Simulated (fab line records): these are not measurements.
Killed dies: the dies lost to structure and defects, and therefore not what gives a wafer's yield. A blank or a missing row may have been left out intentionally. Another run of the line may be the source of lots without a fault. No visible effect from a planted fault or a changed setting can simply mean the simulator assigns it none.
Chamber matching :: flow n5 finfet :: N5_BEOL_M7_VIA_ETCH_34 on rie diel-04: 4 sister chambers
The step etches SiCOH lowk in C4F6/O2, target depth 125.5 nm, time 50.5 s. 14 wafers are shown with their chamber, then 7 later ones without.

== WAFERS WITH THEIR CHAMBER ==
wafer: L079.2
chamber: 3
showerhead plenum p Torr (Torr): 2.86
oes product au (a.u.): 0.78
drypump motor current A (A): 5.5

wafer: L079.4
chamber: 0
showerhead plenum p Torr (Torr): 2.79
oes product au (a.u.): 0.92
drypump motor current A (A): 6.3

wafer: L079.6
chamber: 3
showerhead plenum p Torr (Torr): 2.86
oes product au (a.u.): 0.78
drypump motor current A (A): 5.5

wafer: L080.1
chamber: 0
showerhead plenum p Torr (Torr): 2.79
oes product au (a.u.): 0.91
drypump motor current A (A): 6.3

wafer: L080.4
chamber: 2
showerhead plenum p Torr (Torr): 2.74
oes product au (a.u.): 0.79
drypump motor current A (A): 5.6

wafer: L080.5
chamber: 1
showerhead plenum p Torr (Torr): 2.93
oes product au (a.u.): 0.67
drypump motor current A (A): 5.5

wafer: L078.4
chamber: 3
showerhead plenum p Torr (Torr): 2.86
oes product au (a.u.): 0.78
drypump motor current A (A): 5.4

wafer: L078.5
chamber: 1
showerhead plenum p Torr (Torr): 2.92
oes product au (a.u.): 0.67
drypump motor current A (A): 5.5

wafer: L078.6
chamber: 2
showerhead plenum p Torr (Torr): 2.74
oes product au (a.u.): 0.79
drypump motor current A (A): 5.6

wafer: L085.1
chamber: 2
showerhead plenum p Torr (Torr): 2.74
oes product au (a.u.): 0.80
drypump motor current A (A): 5.7

wafer: L085.2
chamber: 3
showerhead plenum p Torr (Torr): 2.85
oes product au (a.u.): 0.77
drypump motor current A (A): 5.4

wafer: L085.3
chamber: 1
showerhead plenum p Torr (Torr): 2.92
oes product au (a.u.): 0.66
drypump motor current A (A): 5.5

wafer: L086.3
chamber: 2
showerhead plenum p Torr (Torr): 2.74
oes product au (a.u.): 0.79
drypump motor current A (A): 5.6

wafer: L086.4
chamber: 3
showerhead plenum p Torr (Torr): 2.85
oes product au (a.u.): 0.78
drypump motor current A (A): 5.4

SIGNATURES (averages over the wafers above)
reading: showerhead plenum p Torr
chamber 0: 2.7900
chamber 1: 2.9233
chamber 2: 2.7400
chamber 3: 2.8560
scatter within a chamber: 0.00432

reading: oes product au
chamber 0: 0.9150
chamber 1: 0.6667
chamber 2: 0.7925
chamber 3: 0.7780
scatter within a chamber: 0.00521

reading: drypump motor current A
chamber 0: 6.300
chamber 1: 5.500
chamber 2: 5.625
chamber 3: 5.440
scatter within a chamber: 0.0442
Rule: a wafer's distance from a chamber is the root of the sum, over the readings, of the square of ((its reading less the chamber's mean) divided by the reading's scatter). The wafer belongs to the nearest chamber; if the next one is less than 2 further off, it can't be placed. How the scatter is found: for the shown wafers, subtract from each reading the mean of its chamber, square and add these, divide the total by (wafers less chambers), then take the root.

== WAFERS MISSING THEIR CHAMBER ==
wafer: L086.5
showerhead plenum p Torr (Torr): 2.92
oes product au (a.u.): 0.66
drypump motor current A (A): 5.6

wafer: L090.1
showerhead plenum p Torr (Torr): 2.92
oes product au (a.u.): 0.65
drypump motor current A (A): 5.5

wafer: L090.2
showerhead plenum p Torr (Torr): 2.74
oes product au (a.u.): 0.78
drypump motor current A (A): 5.7

wafer: L090.6
showerhead plenum p Torr (Torr): 2.74
oes product au (a.u.): 0.78
drypump motor current A (A): 5.6

wafer: L094.1
showerhead plenum p Torr (Torr): 2.78
oes product au (a.u.): 0.86
drypump motor current A (A): 6.3

wafer: L094.5
showerhead plenum p Torr (Torr): 2.78
oes product au (a.u.): 0.86
drypump motor current A (A): 6.3

wafer: L094.6
showerhead plenum p Torr (Torr): 2.84
oes product au (a.u.): 0.75
drypump motor current A (A): 5.4

== WHICH CHAMBER EACH ONE RAN IN ==
wafer: L086.5
from the rows above: 1
in truth: 1

wafer: L090.1
from the rows above: 1
in truth: 1

wafer: L090.2
from the rows above: 2
in truth: 2

wafer: L090.6
from the rows above: 2
in truth: 2

wafer: L094.1
from the rows above: 0
in truth: 0

wafer: L094.5
from the rows above: 0
in truth: 0

wafer: L094.6
from the rows above: 3
in truth: 3
7 of 7 placed correctly. Number that these rows cannot place: 0. Wrongly placed: 0.
